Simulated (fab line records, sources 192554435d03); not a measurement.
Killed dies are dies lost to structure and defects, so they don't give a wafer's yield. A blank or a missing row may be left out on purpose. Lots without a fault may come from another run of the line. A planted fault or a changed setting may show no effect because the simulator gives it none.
Chamber matching | flow n5_finfet | N5_BEOL_M5_ETCH_62 on rie_diel-05: 4 sister chambers
The step etches SOC in N2/H2, target depth 75 nm, overetch 15 nm, time 112.5 s. 16 wafers are shown with their chamber, then 8 later ones without.

WAFERS WITH THEIR CHAMBER
wafer  | chamber | drypump_motor_current_A (A) | throttle_valve_pct (%) | showerhead_plenum_p_Torr (Torr)
L075.1 | 2       | 5.8                         | 17.42                  | 2.55
L075.5 | 3       | 6.4                         | 18.15                  | 2.48
L075.6 | 0       | 5.8                         | 17.91                  | 2.51
L079.2 | 3       | 6.4                         | 18.16                  | 2.48
L079.4 | 1       | 5.6                         | 17.55                  | 2.62
L079.6 | 1       | 5.6                         | 17.56                  | 2.62
L080.4 | 0       | 5.8                         | 17.93                  | 2.50
L080.5 | 3       | 6.4                         | 18.18                  | 2.48
L080.6 | 0       | 5.8                         | 17.97                  | 2.50
L088.2 | 3       | 6.4                         | 18.17                  | 2.47
L088.4 | 2       | 5.9                         | 17.46                  | 2.54
L088.6 | 0       | 5.8                         | 17.96                  | 2.50
L087.1 | 1       | 5.6                         | 17.59                  | 2.61
L087.4 | 2       | 5.9                         | 17.48                  | 2.53
L087.5 | 2       | 5.9                         | 17.47                  | 2.53
L090.3 | 2       | 5.9                         | 17.48                  | 2.53

SIGNATURES (means of the wafers above)
reading                  | chamber 0 | chamber 1 | chamber 2 | chamber 3 | scatter within a chamber
drypump_motor_current_A  | 5.800     | 5.600     | 5.880     | 6.400     | 0.0258
throttle_valve_pct       | 17.9425   | 17.5667   | 17.4620   | 18.1650   | 0.0226
showerhead_plenum_p_Torr | 2.5025    | 2.6167    | 2.5360    | 2.4775    | 0.00669
Rule: a wafer's distance from a chamber is the root of the sum, over the readings, of the square of ((its reading less the chamber's mean) divided by the reading's scatter). The wafer belongs to the nearest chamber; if the next one is less than 2 further off, it can't be placed. The scatter: the root of (the sum of the squares of (reading less its chamber's mean) over the shown wafers, divided by (wafers less chambers)).

WAFERS WITHOUT THEIR CHAMBER
wafer  | drypump_motor_current_A (A) | throttle_valve_pct (%) | showerhead_plenum_p_Torr (Torr)
L090.5 | 5.9                         | 17.48                  | 2.53
L090.6 | 5.7                         | 17.58                  | 2.61
L089.2 | 5.7                         | 17.59                  | 2.61
L089.4 | 6.4                         | 18.18                  | 2.47
L089.6 | 5.7                         | 17.60                  | 2.61
L096.1 | 6.4                         | 18.20                  | 2.46
L096.2 | 5.7                         | 17.63                  | 2.60
L096.3 | 5.9                         | 17.51                  | 2.49

WHICH CHAMBER EACH WENT THROUGH
wafer  | from the rows above | in truth
L090.5 | 2                   | 2
L090.6 | 1                   | 1
L089.2 | 1                   | 1
L089.4 | 3                   | 3
L089.6 | 1                   | 1
L096.1 | 3                   | 3
L096.2 | 1                   | 1
L096.3 | 2                   | 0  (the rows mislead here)
Placed correctly: 7 of 8. Can't be placed from these rows: 0. Placed wrongly: 1.
